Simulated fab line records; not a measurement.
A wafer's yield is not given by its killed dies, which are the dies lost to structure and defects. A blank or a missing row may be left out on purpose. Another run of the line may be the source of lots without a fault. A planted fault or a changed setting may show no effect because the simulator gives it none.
The tool behind it: which one? + flow nandHarc + 6 lots, 18 wafers sampled, at 4 steps of a route of 1302

== WHAT EACH GAUGE READ, for each wafer ==
NHARC_A_CHANNEL_HOLE_D2_INSPECT_40.
| lot  | measured     | on               | rawDefectCount |
|------|--------------|------------------|----------------|
| L611 | day 15 02:03 | defectInspect-01 | 273 444 379    |
| L612 | day 15 23:29 | defectInspect-02 | 285 387 265    |
| L614 | day 16 18:07 | defectInspect-02 | 343 348 368    |
| L619 | day 18 22:56 | defectInspect-02 | 279 312 290    |
| L620 | day 19 22:29 | defectInspect-01 | 429 422 275    |
| L624 | day 20 17:58 | defectInspect-02 | 493 514 445    |

== WHICH TOOL RAN EACH LOT (tool, then ch and the chambers of the sampled wafers, then the start) ==
| lot  | NHARC_A_CHANNEL_HOLE_D2_ETCH_23 | NHARC_A_CHANNEL_HOLE_D2_PRECLEAN_29 | NHARC_A_CHANNEL_HOLE_D2_XSEM_32 |
|------|---------------------------------|-------------------------------------|---------------------------------|
| L611 | harEtch-02 ch 0,1, day 14 21:17 | wetBench-02 ch 1,3,7, day 15 01:41  | xsem-01 ch 0, day 15 01:57      |
| L612 | harEtch-02 ch 0,1, day 15 19:02 | wetBench-02 ch 1,6,7, day 15 23:10  | xsem-01 ch 0, day 15 23:23      |
| L614 | harEtch-02 ch 0,1, day 16 14:13 | wetBench-03 ch 3,6,7, day 16 17:47  | xsem-02 ch 0, day 16 18:02      |
| L619 | harEtch-02 ch 0, day 18 18:39   | wetBench-03 ch 2,3,5, day 18 22:37  | xsem-01 ch 0, day 18 22:50      |
| L620 | harEtch-02 ch 0,1, day 19 18:27 | wetBench-02 ch 0,4,7, day 19 22:09  | xsem-02 ch 0, day 19 22:23      |
| L624 | harEtch-02 ch 0,1, day 20 13:55 | wetBench-03 ch 5,6,7, day 20 17:37  | xsem-02 ch 0, day 20 17:52      |
- NHARC_A_CHANNEL_HOLE_D2_ETCH_23: etches the open film in C4F8/O2/Ar, time 819 s, target depth 1600 nm.
- NHARC_A_CHANNEL_HOLE_D2_PRECLEAN_29: cleans in SC1.
- NHARC_A_CHANNEL_HOLE_D2_XSEM_32

== THE ANSWER, worked out from the rows above alone ==
Rule: usual is defined by the lots themselves. The widest of any qualifying gaps counts: lots, ordered by their means at a reading, are off when they make up no more than a third of the lots, leave a main group of 4 or more, and stand apart from it by 3 or more times the standard deviation of that group's means. A main group whose means are all the same, to the digits that the tables above print for the reading, isn't used. A lot without any number at a reading at which 4 lots or more have one is off too. The other lots that the step has rows for count as sound.
Off at NHARC_A_CHANNEL_HOLE_D2_INSPECT_40 (rawDefectCount): L624. Mean 340 and standard deviation 32 in the main group.
If a tool, at a process step before that reading, ran all the lots that are off and no sound lot after the first of them, it fits. Those tools and the gauges at NHARC_A_CHANNEL_HOLE_D2_INSPECT_40 are tried in the same way. Can't be told from this: 4 tools fit, harEtch-02 at NHARC_A_CHANNEL_HOLE_D2_ETCH_23, wetBench-03 at NHARC_A_CHANNEL_HOLE_D2_PRECLEAN_29, xsem-02 at NHARC_A_CHANNEL_HOLE_D2_XSEM_32, defectInspect-02 at NHARC_A_CHANNEL_HOLE_D2_INSPECT_40.

== WHAT THE SIMULATOR HAD PUT IN ==
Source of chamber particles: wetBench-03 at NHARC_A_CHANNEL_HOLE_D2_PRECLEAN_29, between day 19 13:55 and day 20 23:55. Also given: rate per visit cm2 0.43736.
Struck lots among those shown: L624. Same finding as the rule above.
